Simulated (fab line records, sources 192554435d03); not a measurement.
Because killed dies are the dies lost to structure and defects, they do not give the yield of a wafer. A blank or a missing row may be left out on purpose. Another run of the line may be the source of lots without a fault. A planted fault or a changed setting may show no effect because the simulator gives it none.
Matching of chambers -- flow n5_finfet -- 4 sister chambers for N5_ILD0_CMP_03 on cmp-04
The step polishes, stops on SiNx, t overpolish 1.9 s, target thk 197.38 nm. 4 wafers are shown with their chamber, then 12 later ones without.

## WAFERS, EACH WITH ITS CHAMBER
wafer,chamber,motor_current_A (A)
L086.1,1,14.4
L089.1,0,12.3
L089.4,2,10.7
L089.6,3,12.6

## WAFERS WITH NO CHAMBER GIVEN
wafer,motor_current_A (A)
L093.3,14.2
L093.4,12.7
L093.5,10.6
L095.1,12.2
L095.2,13.1
L095.5,12.3
L096.1,13.2
L096.2,10.1
L096.6,12.1
L097.1,14.0
L097.3,13.4
L097.5,10.8

## CHAMBER TAKEN BY EACH
wafer,from the rows above,in truth
L093.3,1,1
L093.4,can't be placed: 3 or 0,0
L093.5,2,2
L095.1,can't be placed: 0 or 3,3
L095.2,can't be placed: 3 or 0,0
L095.5,can't be placed: 0 or 3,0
L096.1,can't be placed: 3 or 0 or 1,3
L096.2,2,2
L096.6,can't be placed: 0 or 3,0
L097.1,1,1
L097.3,can't be placed: 3 or 1 or 0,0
L097.5,2,2
Correctly placed: 5 of 12. Can't be placed from these rows: 7 (the true chamber is among the candidates in 7). Placed wrongly: 0.
How it was worked out, from the rows above alone: a wafer's distance from a chamber is the root of the sum, over the readings, of the square of ((its reading less the chamber's mean) divided by the reading's scatter). If the next closest chamber is less than 2 further off than the closest, the wafer can't be placed; otherwise it belongs to the closest. The mean given for a chamber averages the wafers shown for that chamber. The scatter: root of mean squared gap, hidden wafer to nearest shown wafer, with one shown wafer a chamber.
